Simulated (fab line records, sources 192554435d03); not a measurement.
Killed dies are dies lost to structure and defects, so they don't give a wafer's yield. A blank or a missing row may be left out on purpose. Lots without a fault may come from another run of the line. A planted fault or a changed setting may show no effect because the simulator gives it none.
Split-lot experiment | flow n5_finfet | 7 lots, 39 wafers read, on a route of 1938 steps

THE SPLIT
At N5_GATE_CUT_ETCH_58 (etches SiNx in CH3F/O2, target depth 17 nm, time 128.6 s), the setting time_s was moved away from the recipe's 128.6 s on 12 of the 39 wafers read, by -9.5% to +17.0%. The other wafers ran this setting at the recipe's value.

The reading is taken at the split's own step.

THE READING
etch.depth_nm (the simulator's own value, which no gauge read), in nm, at N5_GATE_CUT_ETCH_58 (etches SiNx in CH3F/O2, target depth 17 nm, time 128.6 s). The file gives no usual value for it. The 27 wafers here that ran the recipe average 16.85 nm, standard deviation 0.35 nm.

wafer  | tool, chamber at the split | time_s as run, s | against the recipe | etch.depth_nm, nm | against lot-mates on the recipe
L079.1 | rie_diel-05, 2             | 128.6            | recipe             | 16.71             | -
L079.2 | rie_diel-05, 1             | 128.6            | recipe             | 16.19             | -
L079.3 | rie_diel-05, 3             | 128.6            | recipe             | 16.79             | -
L079.4 | rie_diel-05, 0             | 128.6            | recipe             | 17.3              | -
L079.5 | rie_diel-05, 0             | 128.6            | recipe             | 17.08             | -
L079.6 | rie_diel-05, 3             | 128.6            | recipe             | 16.95             | -
L081.1 | rie_diel-05, 1             | 128.6            | recipe             | 16                | -
L081.2 | rie_diel-05, 0             | 128.6            | recipe             | 16.96             | -
L081.3 | rie_diel-05, 3             | 128.6            | recipe             | 16.89             | -
L081.4 | rie_diel-05, 0             | 128.6            | recipe             | 17.1              | -
L081.5 | rie_diel-05, 3             | 128.6            | recipe             | 16.72             | -
L081.6 | rie_diel-05, 1             | 128.6            | recipe             | 16.18             | -
L083.1 | rie_diel-03, 3             | 137.6            | +7.0%              | 18.14             | +1.09
L083.2 | rie_diel-03, 2             | 137.6            | +7.0%              | 18.36             | +1.31
L083.3 | rie_diel-03, 0             | 128.6            | recipe             | 16.98             | -
L083.4 | rie_diel-03, 1             | 128.6            | recipe             | 17.29             | -
L083.5 | rie_diel-03, 0             | 137.6            | +7.0%              | 18.1              | +1.05
L083.6 | rie_diel-03, 3             | 128.6            | recipe             | 16.87             | -
L087.1 | rie_diel-05, 3             | 150.5            | +17.0%             | 19.74             | +2.84
L087.2 | rie_diel-05, 1             | 150.5            | +17.0%             | 19.07             | +2.17
L087.3 | rie_diel-05, 0             | 128.6            | recipe             | 17.26             | -
L087.4 | rie_diel-05, 2             | 150.5            | +17.0%             | 19.67             | +2.77
L087.5 | rie_diel-05, 1             | 128.6            | recipe             | 16.36             | -
L087.6 | rie_diel-05, 0             | 128.6            | recipe             | 17.08             | -
L088.1 | rie_diel-05, 3             | 150.2            | +16.8%             | 19.76             | +2.77
L088.2 | rie_diel-05, 0             | 128.6            | recipe             | 17.26             | -
L088.3 | rie_diel-05, 2             | 128.6            | recipe             | 16.81             | -
L088.4 | rie_diel-05, 1             | 150.2            | +16.8%             | 18.84             | +1.85
L088.5 | rie_diel-05, 2             | 128.6            | recipe             | 16.9              | -
L088.6 | rie_diel-05, 1             | 150.2            | +16.8%             | 18.83             | +1.84
L091.4 | rie_diel-05, 1             | 128.6            | recipe             | 16.24             | -
L091.5 | rie_diel-05, 0             | 128.6            | recipe             | 17.06             | -
L091.6 | rie_diel-05, 2             | 128.6            | recipe             | 16.78             | -
L092.1 | rie_diel-04, 1             | 116.4            | -9.5%              | 15.1              | -1.94
L092.2 | rie_diel-04, 0             | 116.4            | -9.5%              | 15.54             | -1.50
L092.3 | rie_diel-04, 3             | 128.6            | recipe             | 16.96             | -
L092.4 | rie_diel-04, 2             | 128.6            | recipe             | 17.09             | -
L092.5 | rie_diel-04, 3             | 128.6            | recipe             | 17.07             | -
L092.6 | rie_diel-04, 2             | 116.4            | -9.5%              | 15.59             | -1.45

THE FIT
A straight line over all 39 wafers: etch.depth_nm changes by +0.15 nm for each +1% of time_s; r = +0.95; the points scatter about the line by 0.36 nm.
The same after taking each lot's own level away (the mean of its wafers on the recipe; 39 wafers): +0.147 nm for each +1%; r = +0.95; scatter 0.34 nm.
On that fit, the largest move of time_s shifts the reading by 2.5 nm.
The lots' own levels span 16.642 to 17.047 nm, that is 1.1 times the standard deviation above.
So the lot-to-lot level changes the slope little: the two slopes agree.
Check: with one of the wafers moved furthest among these (+17.0%) left out of the fit, the line predicts +2.42 nm for it against its lot-mates. It came out at +2.84 nm against them.

OTHER SPLITS ON THESE WAFERS
These wafers also went through other splits before the reading. Each is held against what the fit with the lots' levels taken away leaves over:
other split on the same wafers  | wafers away from the commonest value | r with etch.depth_nm (lot level and that fit taken away)
N5_FIN_SAQP_HM_DEP_03 time_s    | 9                                    | -0.03
N5_FIN_CUT_ETCH_21 time_s       | 12                                   | +0.13
N5_DUMMY_GATE_EXPOSE_12 dose_mj | 9                                    | -0.13

THE FILE'S OWN FIT
etch.depth_nm changes by +0.146 nm for each +1% of time_s, r = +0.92.
